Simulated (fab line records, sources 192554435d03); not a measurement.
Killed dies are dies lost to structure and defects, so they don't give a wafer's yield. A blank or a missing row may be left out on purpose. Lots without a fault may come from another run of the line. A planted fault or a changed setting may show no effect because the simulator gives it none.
fab line records | flow n5_finfet
record lots=7 wafers=21
route steps=1938 shown BEOL_M4@1037 BEOL_M7@1269 BEOL_M8@1358
start_h: hours from the record's first day to the start of the lot's first wafer shown | wait_h: hours since the lot's step before | " the same as in the row above | L1.1+2: a row that stands for several wafers | - no value, or no start given | * or withheld: withheld | < > ~ a bound
route shown NAME@n: a module of which the file shows steps, and the number in the route of the first | usual: mean/standard deviation of fault-free wafers | same: alike in all rows | chamber/n: place in a boat | sites: the reading at each site | _std_site: their standard deviation | _edge_site: outer sites' mean less inner sites' | radius_mm: how far each site lies from the wafer's centre | mask NAME#n: copy n | behind: the tool/chamber that last shaped the wafer | hold: why the lot was held/for how many hours/how that ended | device: the transistor (n, p or np) that didn't switch | end of line: the same wafers' tests at the end of the route | a step without rows: its recipe alone | killed: dies lost to structure and defects at the first sort, not the wafer's yield | map: a wafer's dies, x killed, . not, _ none there
set.NAME: the setting as run; set.NAME@STEP: as run at that earlier step | model.NAME: the simulator's own value behind a step, which no gauge read
lots whose settings were changed on purpose; a table a step, a row a wafer
## steps
# step N5_BEOL_M4_DESCUM_16
# recipe chemistry=O2 time_s=7 source_power_w=50 bias_power_w=20 pressure_mtorr=20 rf_frequency_hz=2.712e+07 temp_c=40 resist=CAR-EUV o2_flow_sccm=225
# columns lot.wafer tool chamber start_h wait_h set.time_s
L075.3+4+5 rie_diel-02 1,0,0 164.16 0.0 7
L077.2+3+4 rie_diel-04 2,3,1 171.03 0.0 7
L081.2 rie_diel-04 2 207.40 0.2 7
L081.5+6 " 3,0 " " 6.592
L080.1+3+5 rie_diel-04 2,0,2 213.60 0.3 7
L085.2+4+6 rie_diel-04 3,1,1 221.22 0.2 6.497
L088.1+5+6 rie_diel-03 1,2,1 240.29 0.1 7
L095.1+3+6 rie_diel-04 2,3,2 291.28 0.3 7
# step N5_BEOL_M4_ETCH_74
# recipe chemistry=N2/H2 target=underlayer target_depth_a=65 mask_material=CAR-EUV time_s=5.2 ion_energy_ev=200 pressure_mtorr=30 source_w=840 bias_w=150 n2_flow_sccm=200 h2_flow_sccm=200 ends=cleared
# columns lot.wafer tool chamber start_h wait_h set.dose_mj@BEOL_M4_EXPOSE_08 model.BEOL_M4.cd_offset_nm
L075.3 rie_diel-02 1 164.20 0.0 43.31 1
L075.4 " 0 " " 43.31 1.2
L075.5 " 0 " " 41.25 0
L077.2 rie_diel-04 2 171.06 0.0 42.59 0.8
L077.3 " 3 " " 41.25 0.2
L077.4 " 1 " " 41.25 0
L081.2 rie_diel-04 2 207.43 0.0 42.77 0.6
L081.5 " 3 " " 42.77 0.8
L081.6 " 0 " " 41.25 0
L080.1 rie_diel-04 2 213.63 0.0 41.25 -0.2
L080.3+5 " 0,2 " " 41.25 0
L085.2+4 rie_diel-04 3,1 221.25 0.0 43.6 1
L085.6 " 1 " " 41.25 -0.2
L088.1+6 rie_diel-03 1 240.32 0.0 41.25 0.2
L088.5 " 2 " " 39.16 -0.8
L095.1+3 rie_diel-04 2,3 291.31 0.0 41.25 0
L095.6 " 2 " " 41.25 0.2
# step N5_BEOL_M4_ETCH_63
# recipe chemistry=CF4 target=SiARC target_depth_a=156 mask_material=CAR-EUV time_s=26 ion_energy_ev=80 pressure_mtorr=40 source_w=545 bias_w=36 Ar_flow_sccm=100 cf4_flow_sccm=100 ends=cleared
# columns lot.wafer tool chamber start_h wait_h set.dose_mj@BEOL_M4_EXPOSE_08 model.BEOL_M4.cd_offset_nm
L075.3 rie_diel-02 1 164.22 0.0 43.31 1
L075.4 " 0 " " 43.31 1.2
L075.5 " 0 " " 41.25 0
L077.2 rie_diel-04 2 171.08 0.0 42.59 0.8
L077.3 " 3 " " 41.25 0
L077.4 " 1 " " 41.25 0.2
L081.2 rie_diel-04 2 207.45 0.0 42.77 0.6
L081.5 " 3 " " 42.77 0.8
L081.6 " 0 " " 41.25 0
L080.1 rie_diel-04 2 213.65 0.0 41.25 -0.2
L080.3+5 " 0,2 " " 41.25 0
L085.2+4 rie_diel-04 3,1 221.27 0.0 43.6 1
L085.6 " 1 " " 41.25 0
L088.1 rie_diel-03 1 240.34 0.0 41.25 0.2
L088.5 " 2 " " 39.16 -0.8
L088.6 " 1 " " 41.25 0.4
L095.1+6 rie_diel-04 2 291.33 0.0 41.25 0.2
L095.3 " 3 " " 41.25 0
# step N5_BEOL_M4_ETCH_64
# recipe chemistry=N2/H2 target=SOC target_depth_a=750 overetch_a=225 mask_material=SiARC temp_c=40 time_s=121.9 ion_energy_ev=200 pressure_mtorr=30 source_w=840 bias_w=150 n2_flow_sccm=200 h2_flow_sccm=200
# step N5_BEOL_M4_STRIP_65
# recipe chemistry=N2/H2 temp_c=40 n2_flow_sccm=200 h2_flow_sccm=200 rf_frequency_hz=6e+07
# step N5_BEOL_M4_HM_OPEN_17
# recipe chemistry=Cl2/BCl3 target_depth_a=200 overetch_a=60 target=TiN mask_material=SOC ion_energy_ev=150 pressure_mtorr=10 icp_w=1000 bias_w=126 Cl2_flow_sccm=53.25 bcl3_flow_sccm=21.75 Ar_flow_sccm=25
# step N5_BEOL_M4_STRIP_19
# recipe chemistry=O2 power_w=400 temp_c=40 pressure_mtorr=30 rf_frequency_hz=6e+07 bias_power_w=0 overash_fraction=0.2 o2_flow_sccm=225
# step N5_BEOL_M4_CD_MEAS_18
# recipe pitch_nm=36 target_cd_nm=18
# usual cd_nm=18.01/0.29
# columns lot.wafer tool chamber start_h wait_h set.dose_mj@BEOL_M4_EXPOSE_08 cd_nm
L075.3 cd_sem-01 - 164.63 0.1 43.31 19.18
L075.4 " - " " 43.31 19.23
L075.5 " - " " 41.25 17.55
L077.2 cd_sem-03 - 171.49 0.1 42.59 18.91
L077.3 " - " " 41.25 18.26
L077.4 " - " " 41.25 18.05
L081.2 cd_sem-02 - 207.85 0.1 42.77 18.74
L081.5 " - " " 42.77 18.83
L081.6 " - " " 41.25 17.53
L080.1 cd_sem-03 - 214.42 0.0 41.25 18.24
L080.3 " - " " 41.25 17.91
L080.5 " - " " 41.25 18.21
L085.2 cd_sem-03 - 221.91 0.1 43.6 18.91
L085.4 " - " " 43.6 19.07
L085.6 " - " " 41.25 17.33
L088.1 cd_sem-01 - 240.87 0.0 41.25 18.38
L088.5 " - " " 39.16 16.78
L088.6 " - " " 41.25 18.24
L095.1 cd_sem-03 - 291.72 0.0 41.25 18.43
L095.3 " - " " 41.25 18.34
L095.6 " - " " 41.25 18.19
# step N5_BEOL_M4_COAT_67
# recipe resist=SOC temp_c=250 time_s=60 spin_rpm=1500 resist_thk_nm=60
# step N5_BEOL_M4_COAT_68
# recipe resist=SiARC temp_c=220 time_s=60 spin_rpm=1500 resist_thk_nm=12
# step N5_BEOL_M4_PRECLEAN_42
# recipe chemistry=residue_remover time_s=60 temp_c=40
# step N5_BEOL_M4_SRD_43
# recipe time_s=30 temp_c=23 rinse_liquid=diw dry=ipa_marangoni
# step N5_BEOL_M4_CD_MEAS_35
# recipe target_cd_nm=18 target_cd_y_nm=22.4 polarity=opening
# usual cd_nm=18.06/0.27
# columns lot.wafer tool chamber start_h wait_h set.dose_mj@BEOL_M4_EXPOSE_08 cd_nm
L075.3 cd_sem-01 - 166.12 0.0 43.31 19.18
L075.4 " - " " 43.31 19.08
L075.5 " - " " 41.25 17.70
L077.2 cd_sem-02 - 175.48 0.0 42.59 18.89
L077.3 " - " " 41.25 17.99
L077.4 " - " " 41.25 18.06
L081.2 cd_sem-01 - 210.09 0.0 42.77 18.90
L081.5 " - " " 42.77 18.89
L081.6 " - " " 41.25 18.02
L080.1 cd_sem-01 - 216.16 0.0 41.25 17.56
L080.3 " - " " 41.25 18.33
L080.5 " - " " 41.25 18.32
L085.2 cd_sem-01 - 230.81 0.0 43.6 18.86
L085.4 " - " " 43.6 19.09
L085.6 " - " " 41.25 17.73
L088.1 cd_sem-02 - 242.72 0.0 41.25 18.10
L088.5 " - " " 39.16 17.20
L088.6 " - " " 41.25 18.51
L095.1 cd_sem-01 - 293.36 0.0 41.25 18.17
L095.3 " - " " 41.25 18.26
L095.6 " - " " 41.25 17.80
# step N5_BEOL_M7_COAT_60
# recipe resist=SiARC temp_c=220 time_s=60 spin_rpm=1500 resist_thk_nm=35
# columns lot.wafer tool chamber start_h wait_h set.spin_rpm model.SiARC_of_BEOL_M7_COAT_60.thk_nm
L075.3 litho_track-04 0 - - 1500 35
L075.4 " 0 " " 1500 34.8
L075.5 " 0 " " 1542 34.4
L077.2 litho_track-01 0 - - 1500 35
L077.3 " 0 " " 1618 33.8
L077.4 " 0 " " 1500 35.2
L081.2+5+6 litho_track-01 0 - - 1500 35
L080.1+3+5 litho_track-04 0 - - 1500 35
L085.2 litho_track-03 0 - - 1500 35
L085.4+6 " 0 " " 1564 34.2
L088.1 litho_track-03 0 - - 1500 34.8
L088.5+6 " 0 " " 1500 35
L095.1 litho_track-04 0 - - 1448 35.6
L095.3+6 " 0 " " 1500 35
# step N5_BEOL_M7_EXPOSE_08
# recipe mask_id=M7 na=1.35 source_shape=dipole sigma_inner=0.817 sigma_outer=0.97 polarization=te dose_mj=68.25
# columns lot.wafer tool chamber start_h wait_h mask set.dose_mj
L075.3+4+5 arfi_scanner-01 0 194.69 - M7#0 68.25
L077.2+3+4 arfi_scanner-03 0 200.80 - M7#0 68.25
L081.2+5+6 arfi_scanner-01 0 237.37 - M7#0 68.25
L080.1+3+5 arfi_scanner-01 0 245.28 - M7#0 68.25
L085.2+6 arfi_scanner-03 0 259.84 - M7#0 68.25
L085.4 " 0 " " M7#0 70.75
L088.1+6 arfi_scanner-02 0 272.46 - M7#0 72.29
L088.5 " 0 " " M7#0 68.25
L095.1+3 arfi_scanner-01 0 318.13 - M7#0 64.68
L095.6 " 0 " " M7#0 68.25
# step N5_BEOL_M7_PEB_09
# recipe peb_temp_c=withheld peb_time_s=60 resist=CAR-ArF
# step N5_BEOL_M7_DEVELOP_10
# recipe develop_time_s=30 developer=TMAH resist=CAR-ArF rinse_liquid=diw dry=air_spin dev_temp_c=23
# step N5_BEOL_M7_CD_MEAS_11
# recipe target_cd_nm=38.5 landing_energy_ev=500 detector=se_inlens polarity=opening
# usual cd_nm=38.5/0.38
# columns lot.wafer tool chamber start_h wait_h set.dose_mj@BEOL_M7_EXPOSE_08 cd_nm
L075.3 cd_sem-01 0 194.80 - 68.25 38.4
L075.4 " 0 " " 68.25 38.2
L075.5 " 0 " " 68.25 38.3
L077.2 cd_sem-03 0 200.92 - 68.25 39.1
L077.3 " 0 " " 68.25 39.0
L077.4 " 0 " " 68.25 38.9
L081.2 cd_sem-02 0 237.49 - 68.25 39.6
L081.5 " 0 " " 68.25 39.2
L081.6 " 0 " " 68.25 39.4
L080.1 cd_sem-02 0 245.41 - 68.25 38.1
L080.3 " 0 " " 68.25 38.9
L080.5 " 0 " " 68.25 38.4
L085.2 cd_sem-01 0 259.97 - 68.25 38.0
L085.4 " 0 " " 70.75 40.4
L085.6 " 0 " " 68.25 38.4
L088.1 cd_sem-01 0 272.59 - 72.29 40.9
L088.5 " 0 " " 68.25 39.0
L088.6 " 0 " " 72.29 41.1
L095.1 cd_sem-03 0 318.26 - 64.68 35.4
L095.3 " 0 " " 64.68 35.8
L095.6 " 0 " " 68.25 38.3
# step N5_BEOL_M7_DESCUM_16
# recipe chemistry=O2 time_s=7.9 source_power_w=50 bias_power_w=20 pressure_mtorr=20 rf_frequency_hz=2.712e+07 temp_c=40 resist=CAR-ArF o2_flow_sccm=225
# step N5_BEOL_M7_ETCH_61
# recipe chemistry=CF4 target=SiARC target_depth_a=455 mask_material=CAR-ArF time_s=75.8 ion_energy_ev=80 pressure_mtorr=40 source_w=545 bias_w=36 Ar_flow_sccm=100 cf4_flow_sccm=100 ends=cleared
# columns lot.wafer tool chamber start_h wait_h set.spin_rpm@BEOL_M7_COAT_60 set.dose_mj@BEOL_M7_EXPOSE_08 model.CAR-ArF_of_BEOL_M7_COAT_05.thk_nm model.etch.depth_nm model.BEOL_M7.cd_offset_nm
L075.3 rie_diel-06 0 195.36 0.0 1500 68.25 51.4 34.94 0
L075.4 " 3 " " 1500 68.25 51.6 34.9 -0.4
L075.5 " 2 " " 1542 68.25 51.8 34.46 -0.4
L077.2 rie_diel-05 1 201.04 0.0 1500 68.25 50.6 35.02 1
L077.3 " 3 " " 1618 68.25 51.6 33.72 0.6
L077.4 " 2 " " 1500 68.25 50.6 35.11 0.8
L081.2 rie_diel-06 0 237.61 0.0 1500 68.25 51 34.94 0.6
L081.5 " 0 " " 1500 68.25 50.6 34.94 1
L081.6 " 1 " " 1500 68.25 50.4 34.95 0.4
L080.1 rie_diel-06 1 245.53 0.0 1500 68.25 50.8 34.92 -0.6
L080.3 " 3 " " 1500 68.25 50.8 34.91 0.2
L080.5 " 3 " " 1500 68.25 51 34.96 0.4
L085.2 rie_diel-01 3 260.09 0.0 1500 68.25 50.6 34.92 -0.6
L085.4 " 2 " " 1564 70.75 51.6 34.21 1.6
L085.6 " 3 " " 1564 68.25 51.4 34.24 -0.4
L088.1 rie_diel-06 0 272.86 0.0 1500 72.29 50.8 34.85 2.6
L088.5 " 3 " " 1500 68.25 50.8 35.05 0.4
L088.6 " 0 " " 1500 72.29 50.6 35 2.4
L095.1 rie_diel-06 2 318.38 0.0 1448 64.68 50.2 35.63 -3
L095.3 " 0 " " 1500 64.68 50.6 35.07 -2.6
L095.6 " 2 " " 1500 68.25 51 35.08 -0.8
# step N5_BEOL_M7_ETCH_62
# recipe chemistry=N2/H2 target=SOC target_depth_a=1100 overetch_a=220 mask_material=SiARC temp_c=40 time_s=165 ion_energy_ev=200 pressure_mtorr=30 source_w=840 bias_w=150 n2_flow_sccm=200 h2_flow_sccm=200
# columns lot.wafer tool chamber start_h wait_h set.spin_rpm@BEOL_M7_COAT_60 set.dose_mj@BEOL_M7_EXPOSE_08 model.SiARC_of_BEOL_M7_COAT_60.thk_nm model.BEOL_M7.cd_offset_nm
L075.3 rie_diel-06 0 195.42 0.0 1500 68.25 28.2 0
L075.4 " 3 " " 1500 68.25 28 -0.2
L075.5 " 2 " " 1542 68.25 27.8 -0.4
L077.2 rie_diel-05 1 201.10 0.0 1500 68.25 28.4 1.4
L077.3 " 3 " " 1618 68.25 27.2 0.4
L077.4 " 2 " " 1500 68.25 28.8 0.8
L081.2 rie_diel-06 0 237.67 0.0 1500 68.25 28.4 0.6
L081.5 " 0 " " 1500 68.25 28.4 1
L081.6 " 1 " " 1500 68.25 28.2 0.4
L080.1 rie_diel-06 1 245.59 0.0 1500 68.25 28.2 -0.6
L080.3 " 3 " " 1500 68.25 28 0.2
L080.5 " 3 " " 1500 68.25 28 0.4
L085.2 rie_diel-01 3 260.14 0.0 1500 68.25 28 -0.6
L085.4 " 2 " " 1564 70.75 27.6 1.4
L085.6 " 3 " " 1564 68.25 27.4 -0.4
L088.1 rie_diel-06 0 272.92 0.0 1500 72.29 28.2 2.4
L088.5 " 3 " " 1500 68.25 28.2 0.4
L088.6 " 0 " " 1500 72.29 28.4 2.2
L095.1 rie_diel-06 2 318.44 0.0 1448 64.68 28.8 -3.2
L095.3 " 0 " " 1500 64.68 28.4 -2.6
L095.6 " 2 " " 1500 68.25 28.2 -0.8
# step N5_BEOL_M7_STRIP_68
# recipe chemistry=N2/H2 temp_c=40 n2_flow_sccm=200 h2_flow_sccm=200 rf_frequency_hz=6e+07
# step N5_BEOL_M7_STRIP_67
# recipe chemistry=CF4 resist=SiARC power_w=300 bias_power_w=75 pressure_mtorr=50 cf4_flow_sccm=150 rf_frequency_hz=6e+07
# step N5_BEOL_M7_HM_OPEN_17
# recipe chemistry=Cl2/BCl3 target_depth_a=200 overetch_a=60 target=TiN mask_material=SOC ion_energy_ev=150 pressure_mtorr=10 icp_w=1000 bias_w=126 Cl2_flow_sccm=53.25 bcl3_flow_sccm=21.75 Ar_flow_sccm=25
# columns lot.wafer tool chamber start_h wait_h set.dose_mj@BEOL_M7_EXPOSE_08 model.BEOL_M7.cd_offset_nm
L075.3 rie_metal-01 1 195.64 0.1 68.25 0.2
L075.4 " 0 " " 68.25 0
L075.5 " 1 " " 68.25 -0.4
L077.2 rie_metal-03 0 201.29 0.0 68.25 1.4
L077.3 " 1 " " 68.25 0.4
L077.4 " 0 " " 68.25 0.8
L081.2 rie_metal-02 0 237.86 0.0 68.25 0.6
L081.5 " 1 " " 68.25 1
L081.6 " 0 " " 68.25 0.4
L080.1 rie_metal-03 1 245.77 0.0 68.25 -0.6
L080.3 " 0 " " 68.25 0.2
L080.5 " 1 " " 68.25 0.4
L085.2 rie_metal-01 1 260.33 0.0 68.25 -0.6
L085.4 " 1 " " 70.75 1.4
L085.6 " 1 " " 68.25 -0.2
L088.1 rie_metal-01 0 273.10 0.0 72.29 2.4
L088.5 " 1 " " 68.25 0.6
L088.6 " 0 " " 72.29 2.2
L095.1 rie_metal-01 1 318.62 0.0 64.68 -3.2
L095.3 " 1 " " 64.68 -2.6
L095.6 " 1 " " 68.25 -0.8
# step N5_BEOL_M7_STRIP_19
# recipe chemistry=O2 power_w=400 temp_c=40 pressure_mtorr=30 rf_frequency_hz=6e+07 bias_power_w=0 overash_fraction=0.2 o2_flow_sccm=225
# step N5_BEOL_M7_CD_MEAS_18
# recipe pitch_nm=80 target_cd_nm=40
# usual cd_nm=40.0/0.48
# columns lot.wafer tool chamber start_h wait_h set.dose_mj@BEOL_M7_EXPOSE_08 cd_nm
L075.3 cd_sem-01 - 195.82 0.1 68.25 40.2
L075.4 " - " " 68.25 40.1
L075.5 " - " " 68.25 39.4
L077.2 cd_sem-01 - 201.47 0.1 68.25 41.3
L077.3 " - " " 68.25 40.6
L077.4 " - " " 68.25 40.9
L081.2 cd_sem-03 - 238.06 0.1 68.25 40.5
L081.5 " - " " 68.25 41.0
L081.6 " - " " 68.25 40.5
L080.1 cd_sem-01 - 245.96 0.0 68.25 39.3
L080.3 " - " " 68.25 40.4
L080.5 " - " " 68.25 40.4
L085.2 cd_sem-02 - 260.51 0.1 68.25 39.5
L085.4 " - " " 70.75 41.3
L085.6 " - " " 68.25 39.9
L088.1 cd_sem-03 - 273.28 0.0 72.29 42.6
L088.5 " - " " 68.25 40.6
L088.6 " - " " 72.29 42.6
L095.1 cd_sem-02 - 318.81 0.0 64.68 37.3
L095.3 " - " " 64.68 37.3
L095.6 " - " " 68.25 39.0
# step N5_BEOL_M7_COAT_63
# recipe resist=SOC temp_c=250 time_s=60 spin_rpm=1500 resist_thk_nm=60
# step N5_BEOL_M7_COAT_64
# recipe resist=SiARC temp_c=220 time_s=60 spin_rpm=1500 resist_thk_nm=12
# step N5_BEOL_M7_PRECLEAN_42
# recipe chemistry=residue_remover time_s=60 temp_c=40
# step N5_BEOL_M7_SRD_43
# recipe time_s=30 temp_c=23 rinse_liquid=diw dry=ipa_marangoni
# step N5_BEOL_M7_CD_MEAS_35
# recipe target_cd_nm=40 polarity=opening
# usual cd_nm=40.0/0.48
# columns lot.wafer tool chamber start_h wait_h set.dose_mj@BEOL_M7_EXPOSE_08 cd_nm
L075.3 cd_sem-03 - 196.96 0.0 68.25 40.1
L075.4 " - " " 68.25 40.1
L075.5 " - " " 68.25 39.9
L077.2 cd_sem-01 - 204.28 0.0 68.25 41.3
L077.3 " - " " 68.25 40.6
L077.4 " - " " 68.25 40.6
L081.2 cd_sem-01 - 239.44 0.0 68.25 40.4
L081.5 " - " " 68.25 40.6
L081.6 " - " " 68.25 40.5
L080.1 cd_sem-03 - 248.31 0.0 68.25 39.3
L080.3 " - " " 68.25 40.3
L080.5 " - " " 68.25 40.3
L085.2 cd_sem-02 - 261.65 0.0 68.25 39.6
L085.4 " - " " 70.75 41.2
L085.6 " - " " 68.25 39.7
L088.1 cd_sem-03 - 276.56 0.0 72.29 42.4
L088.5 " - " " 68.25 40.6
L088.6 " - " " 72.29 42.3
L095.1 cd_sem-03 - 321.15 0.0 64.68 36.6
L095.3 " - " " 64.68 37.5
L095.6 " - " " 68.25 39.5
# step N5_BEOL_M8_COAT_71
# recipe resist=underlayer temp_c=205 time_s=60 spin_rpm=1500 resist_thk_nm=5
# columns lot.wafer tool chamber start_h wait_h set.spin_rpm
L075.3+4+5 litho_track-02 0 - - 1445
L077.2+3 litho_track-03 0 - - 1621
L077.4 " 0 " " 1500
L081.2 litho_track-03 0 - - 1630
L081.5+6 " 0 " " 1500
L080.1+3+5 litho_track-03 0 - - 1500
L085.2 litho_track-05 0 - - 1547
L085.4+6 " 0 " " 1500
L088.1+6 litho_track-05 0 - - 1500
L088.5 " 0 " " 1568
L095.1+6 litho_track-05 0 - - 1382
L095.3 " 0 " " 1500
# step N5_BEOL_M8_COAT_22
# recipe resist=CAR-EUV spin_rpm=1500 resist_thk_nm=30
# step N5_BEOL_M8_EBR_24
# recipe solvent=PGMEA ebr_width_mm=1.5
# step N5_BEOL_M8_DESCUM_33
# recipe chemistry=O2 time_s=7 source_power_w=50 bias_power_w=20 pressure_mtorr=20 rf_frequency_hz=2.712e+07 temp_c=40 resist=CAR-EUV o2_flow_sccm=225
# step N5_BEOL_M8_ETCH_72
# recipe chemistry=N2/H2 target=underlayer target_depth_a=65 mask_material=CAR-EUV time_s=5.2 ion_energy_ev=200 pressure_mtorr=30 source_w=840 bias_w=150 n2_flow_sccm=200 h2_flow_sccm=200 ends=cleared
# usual etch_rf_on_time_s=5.18/0.068
# columns lot.wafer tool chamber start_h wait_h set.spin_rpm@BEOL_M8_COAT_71 etch_rf_on_time_s model.etch.depth_nm
L075.3 rie_diel-03 1 204.08 0.0 1445 5.24 5.081
L075.4 " 2 " " 1445 5.15 5.078
L075.5 " 1 " " 1445 5.16 5.072
L077.2 rie_diel-02 1 212.19 0.0 1621 5.03 4.845
L077.3 " 0 " " 1621 5.02 4.843
L077.4 " 3 " " 1500 5.25 5.023
L081.2 rie_diel-02 2 245.68 0.0 1630 4.94 4.789
L081.5 " 1 " " 1500 5.21 5
L081.6 " 2 " " 1500 5.19 5.003
L080.1 rie_diel-03 1 256.70 0.0 1500 5.18 4.987
L080.3 " 0 " " 1500 5.09 5.006
L080.5 " 2 " " 1500 5.10 5.015
L085.2 rie_diel-02 3 269.69 0.0 1547 5.14 4.936
L085.4 " 0 " " 1500 5.17 5.007
L085.6 " 3 " " 1500 5.23 4.987
L088.1 rie_diel-03 2 283.45 0.0 1500 5.09 5.032
L088.5 " 0 " " 1568 5.06 4.901
L088.6 " 3 " " 1500 5.11 5.016
L095.1 rie_diel-02 2 329.28 0.0 1382 5.52 5.237
L095.3 " 0 " " 1500 5.22 4.999
L095.6 " 3 " " 1382 5.55 5.23
## key
split step=N5_BEOL_M4_DESCUM_16 setting=time_s stated=7 by=wafer
response none clear
split step=N5_BEOL_M7_COAT_60 setting=spin_rpm stated=1500 by=wafer
response step=N5_BEOL_M7_COAT_60 reading=model.SiARC_of_BEOL_M7_COAT_60.thk_nm change=-0.171 per=1% r=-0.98
response step=N5_BEOL_M7_ETCH_61 reading=model.CAR-ArF_of_BEOL_M7_COAT_05.thk_nm change=+0.146 per=1% r=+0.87
response step=N5_BEOL_M7_ETCH_61 reading=model.etch.depth_nm change=-0.168 per=1% r=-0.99
response step=N5_BEOL_M7_ETCH_62 reading=model.SiARC_of_BEOL_M7_COAT_60.thk_nm change=-0.157 per=1% r=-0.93
split step=N5_BEOL_M7_EXPOSE_08 setting=dose_mj stated=68.25 by=wafer
response step=N5_BEOL_M7_CD_MEAS_11 reading=cd_nm change=+0.447 per=1% r=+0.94
response step=N5_BEOL_M7_ETCH_61 reading=model.BEOL_M7.cd_offset_nm change=+0.403 per=1% r=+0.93
response step=N5_BEOL_M7_ETCH_62 reading=model.BEOL_M7.cd_offset_nm change=+0.385 per=1% r=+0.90
response step=N5_BEOL_M7_HM_OPEN_17 reading=model.BEOL_M7.cd_offset_nm change=+0.365 per=1% r=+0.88
response step=N5_BEOL_M7_CD_MEAS_18 reading=cd_nm change=+0.343 per=1% r=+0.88
response step=N5_BEOL_M7_CD_MEAS_35 reading=cd_nm change=+0.383 per=1% r=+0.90
split step=N5_BEOL_M8_COAT_71 setting=spin_rpm stated=1500 by=wafer
response step=N5_BEOL_M8_ETCH_72 reading=etch_rf_on_time_s change=* per=1% r=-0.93
response step=N5_BEOL_M8_ETCH_72 reading=model.etch.depth_nm change=-0.0253 per=1% r=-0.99
split outside_this_file step=N5_BEOL_M4_EXPOSE_08 setting=dose_mj
# split outside_this_file: this setting was split too, and the file shows its column; the key of that split is in another file
